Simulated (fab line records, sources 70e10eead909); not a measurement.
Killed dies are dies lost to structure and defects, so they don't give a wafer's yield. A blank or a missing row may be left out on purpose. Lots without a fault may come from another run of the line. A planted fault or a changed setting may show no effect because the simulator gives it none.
Which tool did it? | flow nand_harc | 14 lots, 42 wafers sampled, at 5 steps of a route of 1159

WHAT THE GAUGES READ, wafer by wafer
The record holds no reading of a measuring or inspecting step that can be judged against a usual standard deviation.

WHICH TOOL RAN EACH LOT (tool, then ch and the chambers of the sampled wafers, then the start)
lot  | NHARC_A_M1_ETCH_15                            | NHARC_A_M1_ETCH_28                            | NHARC_A_M1_ECD_22              | NHARC_A_M1_CMP_23             | NHARC_A_M1_DEP_33
L794 | rie_diel-06 ch 0,1,3, day 18 02:53 or earlier | rie_diel-06 ch 1,2,3, day 18 02:53 or earlier | ecd_cu-01 ch 0,1, day 18 02:53 | cmp-03 ch 2,3, day 18 03:34   | pecvd-02 ch 0,2, day 18 04:11
L793 | rie_diel-13 ch 0,1,2, day 18 03:22 or earlier | rie_diel-13 ch 0,1,3, day 18 03:22 or earlier | ecd_cu-01 ch 0,1, day 18 03:22 | cmp-04 ch 1,2,3, day 18 04:05 | pecvd-02 ch 1,2, day 18 04:42
L795 | rie_diel-12 ch 1,2,3, day 18 11:57 or earlier | rie_diel-13 ch 0,1, day 18 11:57 or earlier   | ecd_cu-01 ch 0,1, day 18 11:57 | cmp-01 ch 1,3, day 18 12:46   | pecvd-02 ch 0,1, day 18 13:47
L796 | rie_diel-12 ch 0,1,3, day 18 12:22 or earlier | rie_diel-12 ch 0,1,3, day 18 12:22 or earlier | ecd_cu-02 ch 0,1, day 18 12:22 | cmp-04 ch 1,2, day 18 13:04   | pecvd-04 ch 0,1,2, day 18 13:52
L798 | rie_diel-12 ch 0,2,3, day 19 06:57 or earlier | rie_diel-13 ch 0,3, day 19 06:57 or earlier   | ecd_cu-01 ch 0,1, day 19 06:57 | cmp-04 ch 0,1,2, day 19 07:37 | pecvd-04 ch 0,1,2, day 19 08:13
L800 | rie_diel-12 ch 0,1,3, day 19 19:16 or earlier | rie_diel-13 ch 0,2,3, day 19 19:16 or earlier | ecd_cu-02 ch 0,1, day 19 19:16 | cmp-01 ch 0,1,3, day 19 20:04 | pecvd-02 ch 0,2, day 19 20:38
L803 | rie_diel-06 ch 0,1,3, day 20 03:46 or earlier | rie_diel-12 ch 2,3, day 20 03:46 or earlier   | ecd_cu-02 ch 0,1, day 20 03:46 | cmp-04 ch 2,3, day 20 04:28   | pecvd-04 ch 0,1,2, day 20 05:05
L804 | rie_diel-13 ch 0,3, day 20 11:47 or earlier   | rie_diel-06 ch 0,1,3, day 20 11:47 or earlier | ecd_cu-01 ch 0,1, day 20 11:47 | cmp-04 ch 0,2,3, day 20 12:26 | pecvd-01 ch 0,1,2, day 20 13:04
L802 | rie_diel-06 ch 2,3, day 20 23:05 or earlier   | rie_diel-12 ch 0,2,3, day 20 23:05 or earlier | ecd_cu-01 ch 0,1, day 20 23:05 | cmp-03 ch 1,2, day 20 23:43   | pecvd-01 ch 0,1,2, day 21 00:20
L801 | rie_diel-13 ch 1,2, day 20 23:34 or earlier   | rie_diel-06 ch 0,2, day 20 23:34 or earlier   | ecd_cu-01 ch 0,1, day 20 23:34 | cmp-01 ch 0,2,3, day 21 00:20 | pecvd-04 ch 0,1,2, day 21 00:56
L806 | rie_diel-12 ch 0,1,3, day 21 03:26 or earlier | rie_diel-06 ch 0,1,3, day 21 03:26 or earlier | ecd_cu-01 ch 0,1, day 21 03:26 | cmp-01 ch 0,2,3, day 21 04:09 | pecvd-04 ch 0,1,2, day 21 04:46
L807 | rie_diel-12 ch 0,3, day 22 02:37 or earlier   | rie_diel-12 ch 0,1,2, day 22 02:37 or earlier | ecd_cu-01 ch 0,1, day 22 02:37 | cmp-04 ch 1,2, day 22 03:17   | pecvd-02 ch 0,1, day 22 03:55
L808 | rie_diel-13 ch 0,2,3, day 22 02:56 or earlier | rie_diel-13 ch 1,3, day 22 02:56 or earlier   | ecd_cu-02 ch 0,1, day 22 02:56 | cmp-03 ch 0,1,2, day 22 03:40 | pecvd-02 ch 0,1,2, day 22 04:55
L809 | rie_diel-06 ch 0,3, day 22 14:53 or earlier   | rie_diel-13 ch 0,1,2, day 22 14:53 or earlier | ecd_cu-01 ch 0,1, day 22 14:53 | cmp-03 ch 2,3, day 22 15:38   | pecvd-04 ch 0,1, day 22 16:32
- NHARC_A_M1_ETCH_15: etches the open film in C4F8/Ar, target depth 182.5 nm, time 91.2 s.
- NHARC_A_M1_ETCH_28: etches the open film in CF4/N2, target depth 30 nm, time 72.99 s.
- NHARC_A_M1_ECD_22: material Cu, target thk 400 nm.
- NHARC_A_M1_CMP_23: polishes, t overpolish 20 s, target thk 154.34 nm.
- NHARC_A_M1_DEP_33: deposits SiCN, target thk 30 nm.

WHAT THE TOOLS THEMSELVES READ (means of the sampled wafers that have a number; where no wafer has one, the mark that the record gives instead)
NHARC_A_M1_ETCH_15.
lot  | tool        | oes_product_au (a.u.) | rf_vpp_V (V)
L794 | rie_diel-06 | 0.926                 | 438.6
L793 | rie_diel-13 | 0.946                 | 440.5
L795 | rie_diel-12 | 0.960                 | 442.0
L796 | rie_diel-12 | 0.959                 | 440.6
L798 | rie_diel-12 | 0.924                 | 441.4
L800 | rie_diel-12 | 0.968                 | 441.0
L803 | rie_diel-06 | 0.971                 | 439.4
L804 | rie_diel-13 | 0.966                 | 441.7
L802 | rie_diel-06 | 0.928                 | 442.8
L801 | rie_diel-13 | 0.955                 | 439.7
L806 | rie_diel-12 | 0.922                 | 440.1
L807 | rie_diel-12 | 0.921                 | 439.9
L808 | rie_diel-13 | 0.974                 | 439.9
L809 | rie_diel-06 | 0.977                 | 440.1

NHARC_A_M1_ETCH_28.
lot  | tool        | drypump_motor_current_A (A) | n2_flow_sccm (sccm) | oes_product_au (a.u.) | rf_vpp_V (V) | showerhead_plenum_p_Torr (Torr) | throttle_valve_pct (%)
L794 | rie_diel-06 | 6.0                         | 100.0               | 0.990                 | 314.4        | 2.65                            | 19.791
L793 | rie_diel-13 | 5.8                         | 100.1               | 0.990                 | 314.6        | 2.65                            | 19.794
L795 | rie_diel-13 | 5.6                         | 99.9                | 0.997                 | 314.4        | 2.66                            | 19.791
L796 | rie_diel-12 | 5.7                         | 100.1               | 0.992                 | 314.1        | 2.63                            | 19.790
L798 | rie_diel-13 | 6.0                         | 100.0               | 0.992                 | 314.6        | 2.64                            | 19.795
L800 | rie_diel-13 | 5.7                         | 100.4               | 0.988                 | 313.1        | 2.60                            | 19.785
L803 | rie_diel-12 | 6.0                         | 99.7                | 0.997                 | 315.6        | 2.71                            | 19.801
L804 | rie_diel-06 | 6.4                         | 100.0               | 1.003                 | 312.7        | 2.55                            | 19.789
L802 | rie_diel-12 | 5.9                         | 100.3               | 0.991                 | 314.4        | 2.64                            | 19.796
L801 | rie_diel-06 | 5.6                         | 99.9                | 1.005                 | 315.4        | 2.69                            | 19.801
L806 | rie_diel-06 | 6.4                         | 100.3               | 1.013                 | 313.6        | 2.55                            | 19.795
L807 | rie_diel-12 | 5.5                         | 99.7                | 0.996                 | 315.3        | 2.71                            | 19.793
L808 | rie_diel-13 | 6.4                         | 99.9                | 1.000                 | 314.2        | 2.61                            | 19.790
L809 | rie_diel-13 | 5.4                         | 99.8                | 0.994                 | 313.6        | 2.61                            | 19.791

NHARC_A_M1_CMP_23.
lot  | tool   | motor_current_A (A) | time_to_endpoint_s (s)
L794 | cmp-03 | 13.1                | 28.9
L793 | cmp-04 | 12.1                | 28.4
L795 | cmp-01 | 13.4                | 27.4
L796 | cmp-04 | 12.2                | 30.3
L798 | cmp-04 | 12.1                | 29.3
L800 | cmp-01 | 12.8                | 28.0
L803 | cmp-04 | 11.7                | 26.8
L804 | cmp-04 | 11.9                | 29.9
L802 | cmp-03 | 13.3                | 30.7
L801 | cmp-01 | 11.4                | 27.8
L806 | cmp-01 | 11.3                | 28.2
L807 | cmp-04 | 11.7                | 23.5
L808 | cmp-03 | 12.5                | 30.3
L809 | cmp-03 | 13.1                | 23.6

NHARC_A_M1_DEP_33.
lot  | tool     | heater_power_w (W)
L794 | pecvd-02 | 521
L793 | pecvd-02 | 645
L795 | pecvd-02 | 535
L796 | pecvd-04 | 585
L798 | pecvd-04 | 592
L800 | pecvd-02 | 576
L803 | pecvd-04 | 592
L804 | pecvd-01 | 588
L802 | pecvd-01 | 594
L801 | pecvd-04 | 567
L806 | pecvd-04 | 578
L807 | pecvd-02 | 604
L808 | pecvd-02 | 614
L809 | pecvd-04 | 721

THE ANSWER, worked out from the rows above alone
Rule: what is usual is taken from the lots themselves. Put in order of their means at a reading, lots are off if they are a third of the lots or fewer, leave a main group of 4 or more, and stand apart from it by a gap of 3 or more times the standard deviation of the main group's means; of several such gaps the widest counts. A main group whose means are all the same, to the digits that the tables above print for the reading, isn't used. A lot without any number at a reading at which 4 lots or more have one is off too. The other lots that the step has rows for count as sound. The gauges are gone through in route order, then the tools' own readings, and for those a lot's mean is taken as printed above. The first step at which some lot is off is used, and at that step the reading that is off furthest; a lot without a number counts as furthest.
No lot is off at any reading shown: from this, nothing can be told.

WHAT THE SIMULATOR HAD PUT IN
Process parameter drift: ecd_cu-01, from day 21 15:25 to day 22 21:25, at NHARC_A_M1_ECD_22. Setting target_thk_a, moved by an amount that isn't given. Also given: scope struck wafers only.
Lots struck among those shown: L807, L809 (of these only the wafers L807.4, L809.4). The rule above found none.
